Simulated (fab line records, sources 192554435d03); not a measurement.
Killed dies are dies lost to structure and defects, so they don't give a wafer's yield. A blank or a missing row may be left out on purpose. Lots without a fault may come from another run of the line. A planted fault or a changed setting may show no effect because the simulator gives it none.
Split-lot experiment | flow n5_finfet | 7 lots, 21 wafers read, on a route of 1938 steps

THE SPLIT
At N5_BEOL_M6_ETCH_66 (etches SOC in N2/H2, target depth 80 nm, overetch 16 nm, time 120 s), the setting bias_w was moved away from the recipe's 150 W on 3 of the 21 wafers read, by -11.8% to +14.1%. The other wafers ran this setting at the recipe's value.

The reading is taken at the split's own step.

THE READING
rf_vpp_V, in V, at N5_BEOL_M6_ETCH_66 (etches SOC in N2/H2, target depth 80 nm, overetch 16 nm, time 120 s). Fault-free wafers of this fab line usually give 524.5 V, standard deviation 1.8 V.

wafer  | tool, chamber at the split | bias_w as run, W | against the recipe | rf_vpp_V, V | against lot-mates on the recipe
L074.2 | rie_diel-01, 3             | 150              | recipe             | 521.2       | -
L074.3 | rie_diel-01, 0             | 150              | recipe             | 528.1       | -
L074.4 | rie_diel-01, 2             | 150              | recipe             | 526.8       | -
L080.2 | rie_diel-03, 0             | 150              | recipe             | 524.8       | -
L080.3 | rie_diel-03, 2             | 150              | recipe             | 523.1       | -
L080.6 | rie_diel-03, 3             | 150              | recipe             | 524.1       | -
L082.4 | rie_diel-03, 1             | 150              | recipe             | 524.2       | -
L082.5 | rie_diel-03, 0             | 150              | recipe             | 526.3       | -
L082.6 | rie_diel-03, 3             | 150              | recipe             | 524.9       | -
L086.1 | rie_diel-06, 2             | 150              | recipe             | 524.7       | -
L086.4 | rie_diel-06, 3             | 150              | recipe             | 525.4       | -
L086.5 | rie_diel-06, 1             | 150              | recipe             | 525.1       | -
L089.1 | rie_diel-06, 2             | 150              | recipe             | 523.8       | -
L089.4 | rie_diel-06, 3             | 171.1            | +14.1%             | 570.8       | +47.3
L089.6 | rie_diel-06, 2             | 150              | recipe             | 523.2       | -
L091.1 | rie_diel-03, 2             | 150              | recipe             | 522.7       | -
L091.4 | rie_diel-03, 0             | 150              | recipe             | 525.3       | -
L091.6 | rie_diel-03, 1             | 132.3            | -11.8%             | 485.1       | -38.9
L093.3 | rie_diel-01, 2             | 150              | recipe             | 523.8       | -
L093.4 | rie_diel-01, 1             | 150              | recipe             | 527.8       | -
L093.6 | rie_diel-01, 3             | 159.8            | +6.5%              | 543.2       | +17.4

THE FIT
A straight line over all 21 wafers: rf_vpp_V changes by +3.26 V for each +1% of bias_w; r = +0.99; the points scatter about the line by 1.8 V.
The same after taking each lot's own level away (the mean of its wafers on the recipe; 21 wafers): +3.26 V for each +1%; r = +0.99; scatter 1.8 V.
On that fit, the largest move of bias_w shifts the reading by 46 V.
The lots' own levels span 523.50 to 525.80 V, that is 1.3 times the standard deviation above.
So the lot-to-lot level changes the slope little: the two slopes agree.
Check: with one of the wafers moved furthest among these (+14.1%) left out of the fit, the line predicts +43.9 V for it against its lot-mates. It came out at +47.3 V against them.
Tool readings at the split's step, against how far the setting was moved: rf_vpp_V r = +0.99.

OTHER SPLITS ON THESE WAFERS
These wafers also went through other splits before the reading. Each is held against what the fit with the lots' levels taken away leaves over:
other split on the same wafers | wafers away from the commonest value | r with rf_vpp_V (lot level and that fit taken away)
N5_BEOL_M3_COAT_68 spin_rpm    | 4                                    | +0.09
N5_BEOL_M6_COAT_59 spin_rpm    | 5                                    | -0.08
N5_BEOL_M6_ETCH_61 bias_w      | 5                                    | +0.38

THE FILE'S OWN FIT
rf_vpp_V changes by +3.26 V for each +1% of bias_w, r = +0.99.
